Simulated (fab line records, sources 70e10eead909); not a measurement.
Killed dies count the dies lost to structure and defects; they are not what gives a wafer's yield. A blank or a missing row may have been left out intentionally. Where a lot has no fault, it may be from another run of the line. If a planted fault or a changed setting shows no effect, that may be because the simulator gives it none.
Matching of chambers + flow nand harc + NHARC_THIN_TSV_ETCHBACK_48 on rie diel-03: 4 sister chambers
The step etches the open film in C4F8/Ar, target depth 1028.5 nm, time 405.17 s. 8 wafers are shown with their chamber, then 7 later ones without.

## WAFERS, EACH WITH ITS CHAMBER
| wafer  | chamber | rf vpp V (V) | chamber pressure mTorr (mTorr) |
|--------|---------|--------------|--------------------------------|
| L178.1 | 1       | 542          | 25.026                         |
| L177.3 | 3       | 540          | 24.987                         |
| L177.6 | 2       | 548          | 25.022                         |
| L185.1 | 0       | 548          | 24.980                         |
| L185.5 | 3       | 543          | 25.009                         |
| L185.6 | 2       | 546          | 25.026                         |
| L196.2 | 0       | 547          | 25.015                         |
| L196.4 | 1       | 541          | 25.004                         |

## WAFERS WITHOUT THEIR CHAMBER
| wafer  | rf vpp V (V) | chamber pressure mTorr (mTorr) |
|--------|--------------|--------------------------------|
| L196.6 | 547          | 24.976                         |
| L197.1 | 542          | 24.985                         |
| L197.3 | 546          | 25.034                         |
| L197.5 | 542          | 24.978                         |
| L194.2 | 548          | 25.017                         |
| L194.4 | 542          | 24.947                         |
| L194.5 | 541          | 24.978                         |

## WHICH CHAMBER EACH ONE RAN IN
| wafer  | from the rows above          | in truth |
|--------|------------------------------|----------|
| L196.6 | can't be placed: 0 or 2      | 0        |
| L197.1 | can't be placed: 3 or 1      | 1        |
| L197.3 | can't be placed: 2 or 0      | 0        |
| L197.5 | can't be placed: 3 or 1      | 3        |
| L194.2 | can't be placed: 2 or 0      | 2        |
| L194.4 | can't be placed: 3 or 1 or 0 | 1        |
| L194.5 | can't be placed: 3 or 1      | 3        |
Correctly placed: 0 of 7. Not placeable from these rows: 7 (in 7, the candidates include the true chamber). 0 placed wrongly.
How it was worked out, from the rows above alone: a wafer's distance from a chamber is the root of the sum, over the readings, of the square of ((its reading less the chamber's mean) divided by the reading's scatter). If the next closest chamber is less than 2 further off than the closest, the wafer can't be placed; otherwise it belongs to the closest. Each chamber's mean is taken over the wafers shown for it. The scatter is the square root of a quotient: the sum, over the shown wafers, of each reading's squared deviation from its chamber's mean, divided by wafers minus chambers.
